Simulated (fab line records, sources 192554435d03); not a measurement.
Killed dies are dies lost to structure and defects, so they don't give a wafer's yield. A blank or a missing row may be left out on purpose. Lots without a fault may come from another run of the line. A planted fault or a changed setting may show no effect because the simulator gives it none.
A struck lot beside a sound one | flow n5_finfet | 16 steps out of a route of 1938
Sound: wafers L462.2, L462.3, L462.5. Struck: wafers L468.1, L468.2. (L468.6 of the same lot was not struck and is left out.) The cause comes at the end.
At each step with rows: each side's tool, then ch and its chambers, then its first start. Under that, the readings that differ: sound wafers | struck wafers | difference of the means | sigmas: that difference in standard deviations of wafers without a fault.
alike: readings whose means differ by less than 2 such deviations, and words and numbers that are the same on both sides. not compared: withheld readings, readings that some wafer has no value for, bounds like >300 that may hide the same value, and numbers for which the record gives no deviation and whose values overlap.
The two part at a step that has a row with sigmas, a row that says differs or no value, or rows on one side only. Numbers that don't overlap but have no deviation are shown without sigmas and don't part them. A reading that every wafer of one side lacks parts them only if that side has two wafers or more.

first, 7 steps without rows for these wafers: N5_MOL_CONTACT_COAG_COAT_64 (time 60 s, resist thk 10 nm); N5_MOL_CONTACT_COAG_COAT_34 (resist thk 40 nm); N5_MOL_CONTACT_COAG_EBR_36; N5_MOL_CONTACT_COAG_SOFTBAKE_35 (time 60 s); N5_MOL_CONTACT_COAG_EXPOSE_37 (exposes mask VD, defocus 0 nm); N5_MOL_CONTACT_COAG_PEB_38 (peb time 60 s); N5_MOL_CONTACT_COAG_DEVELOP_39 (develop time 30 s).
N5_MOL_CONTACT_COAG_CD_MEAS_40: target cd 25.1 nm.
  sound on cd_sem-02 ch 0, day 6 10:32; struck on cd_sem-03 ch 0, day 7 21:51
  alike: cd_nm
N5_MOL_CONTACT_COAG_OVL_MEAS_41:
  sound on overlay-01 ch 0, day 6 10:34; struck on overlay-01 ch 0, day 7 21:53
  alike: VD_OVL
N5_MOL_CONTACT_COAG_INSPECT_42: inspects for defects (brightfield).
  sound on defect_inspect-02, day 6 10:37; struck on defect_inspect-02, day 7 21:56
  alike: raw_defect_count
N5_MOL_CONTACT_COAG_DESCUM_45: chemistry O2, time 7 s.
  sound on rie_diel-02 ch 0,2, day 6 10:43; struck on rie_diel-02 ch 0,2, day 7 21:58
  alike: bias_power_w, chamber_pressure_mTorr, drypump_motor_current_A, oes_product_au, rf_vpp_V, showerhead_plenum_p_Torr, throttle_valve_pct
  not compared: rf_hours_counter_h
N5_MOL_CONTACT_COAG_ETCH_65: etches underlayer in N2/H2, target depth 13 nm, time 10.4 s.
  sound on rie_diel-02 ch 0,2, day 6 10:45; struck on rie_diel-02 ch 0,2, day 7 22:01
  alike: chamber_pressure_mTorr, drypump_motor_current_A, etch_rf_on_time_s, oes_product_au, rf_vpp_V, showerhead_plenum_p_Torr, throttle_valve_pct
  not compared: rf_hours_counter_h
N5_MOL_CONTACT_COAG_ETCH_66: etches SiARC in CF4, target depth 13 nm, time 21.7 s.
  sound on rie_diel-02 ch 0,2, day 6 10:46; struck on rie_diel-02 ch 0,2, day 7 22:02
  reading               | sound          | struck    | difference | sigmas
  etch_rf_on_time_s (s) | 21.8 22.7 21.8 | 26.2 25.1 | +3.5       | +8
  alike: chamber_pressure_mTorr, drypump_motor_current_A, oes_product_au, rf_vpp_V, showerhead_plenum_p_Torr, throttle_valve_pct
  not compared: rf_hours_counter_h
N5_MOL_CONTACT_COAG_ALD_133: deposits SiO2, target thk 5 nm, pulse time 1 s, co reactant pulse time 1 s.
  sound on ald_sin-03 ch 0,1, day 6 11:08; struck on ald_sin-04 ch 0,1, day 7 22:16
  alike: heater_power_w, precursor_pulse_height_rel
-- the record jumps here: 3 days lie between the struck wafers' starts before and after (it left off in module MOL_CONTACT_COAG and takes up again in module BEOL_M4, whose first step shown is number 1111 of the route) --
N5_BEOL_M4_RC_MEAS_101:
  sound on prober-01 ch 0, day 9 17:25; struck on prober-01 ch 0, day 11 05:43
  alike: DIBL_N, DIBL_P, IOFF_N, IOFF_P, ION_N, ION_P, SS_N, SS_P, VT_N, VT_P
then, 1 step without rows for these wafers: N5_PASSIVATION_PROBE_49.

WHERE THEY PART
Only at N5_MOL_CONTACT_COAG_ETCH_66, within this record. Later steps at which nothing parts them and some readings are alike: N5_MOL_CONTACT_COAG_ALD_133, N5_BEOL_M4_RC_MEAS_101.

WHY: what the simulator had put in
Process parameter drift: rie_diel-02, from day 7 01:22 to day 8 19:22, at N5_MOL_CONTACT_COAG_ETCH_66. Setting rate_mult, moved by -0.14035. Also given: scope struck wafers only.
